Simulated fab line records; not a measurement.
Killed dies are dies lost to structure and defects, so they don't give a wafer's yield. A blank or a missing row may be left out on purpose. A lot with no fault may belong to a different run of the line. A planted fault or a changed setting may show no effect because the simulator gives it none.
Commonality check across tools | flow nand-harc | Sample size 13 lots and 39 wafers

WHY IT WAS OPENED
On 3 of the 13 lots, a flag is raised at NHARC_A_M1_THK_MEAS_24 on the reading thk-nm. No-fault wafers: 154.6 nm, standard deviation 1.6.
Rule: a lot is flagged when every wafer of it that has a number lies more than 4 standard deviations from that mean, or none has a number. The rest of the lots are taken to be sound.

lot  | measured     | on            | thk-nm (nm), wafer by wafer | flag
L714 | day 24 04:00 | film-metro-02 | 157.7 157.2 154.3           |
L716 | day 25 06:05 | film-metro-01 | 155.9 153.7 154.5           |
L715 | day 25 07:16 | film-metro-01 | 158.4 155.6 152.8           |
L720 | day 26 15:05 | film-metro-01 | 155.0 154.0 155.3           |
L721 | day 27 17:08 | film-metro-02 | 400.8 408.5 401.8           | FLAGGED
L723 | day 27 23:35 | film-metro-02 | 392.3 401.0 398.2           | FLAGGED
L722 | day 28 01:05 | film-metro-01 | 398.4 406.4 401.8           | FLAGGED
L730 | day 30 21:52 | film-metro-02 | 151.8 156.4 154.2           |
L729 | day 31 08:35 | film-metro-01 | 155.1 152.9 156.5           |
L734 | day 32 19:56 | film-metro-01 | 154.9 154.5 152.0           |
L732 | day 32 21:29 | film-metro-01 | 155.5 153.2 152.5           |
L731 | day 33 00:56 | film-metro-02 | 156.7 155.6 156.4           |
L733 | day 33 04:03 | film-metro-01 | 155.7 155.5 151.7           |
Flagged lots average 401.0 nm: +246.4 nm relative to the usual, that is +99 or more standard deviations.

EACH LOT AND THE TOOL IT RAN ON
The record holds 1 process step before the reading, out of a route of 1302 steps. Cell contents, in order: the tool; ch with the chambers the sampled wafers went through; the start.
lot  | flag    | NHARC_A_M1_CMP_23
L714 |         | cmp-01 ch 0,2,3, day 24 03:46
L716 |         | cmp-04 ch 1,2,3, day 25 05:47
L715 |         | cmp-02 ch 0,1,3, day 25 06:56
L720 |         | cmp-01 ch 0,2,3, day 26 14:47
L721 | FLAGGED | cmp-01 ch 0,1, day 27 16:51
L723 | FLAGGED | cmp-04 ch 0,2,3, day 27 23:18
L722 | FLAGGED | cmp-04 ch 0,2,3, day 28 00:47
L730 |         | cmp-04 ch 0,1,3, day 30 21:36
L729 |         | cmp-04 ch 0,1,3, day 31 08:21
L734 |         | cmp-04 ch 1,3, day 32 19:39
L732 |         | cmp-04 ch 0,3, day 32 21:10
L731 |         | cmp-01 ch 1,2,3, day 33 00:37
L733 |         | cmp-01 ch 1,2,3, day 33 03:47
What these steps do:
- NHARC_A_M1_CMP_23: polishes, t overpolish 20 s, target thk 154.34 nm.
- NHARC_A_M1_THK_MEAS_24: measures by xrf.

FLAGGED AGAINST TOTAL, ONE TOOL AT A TIME (gauges that did the reading follow at the end)
step                   | tool          | lots run | flagged | share of the flagged lots | sound lots run after its first flagged lot
NHARC_A_M1_CMP_23      | cmp-01        | 5        | 1       | some                      | 2 (L731,L733)
NHARC_A_M1_CMP_23      | cmp-02        | 1        | 0       | none                      | -
NHARC_A_M1_CMP_23      | cmp-04        | 7        | 2       | some                      | 4 (L730,L729,L734,L732)
NHARC_A_M1_THK_MEAS_24 | film-metro-01 | 8        | 1       | some                      | 4 (L729,L734,L732,L733)
NHARC_A_M1_THK_MEAS_24 | film-metro-02 | 5        | 2       | some                      | 2 (L730,L731)

WHAT THE TABLE ALLOWS
No row of the table ran every flagged lot.

WHAT HAD BEEN PUT IN BY THE SIMULATOR
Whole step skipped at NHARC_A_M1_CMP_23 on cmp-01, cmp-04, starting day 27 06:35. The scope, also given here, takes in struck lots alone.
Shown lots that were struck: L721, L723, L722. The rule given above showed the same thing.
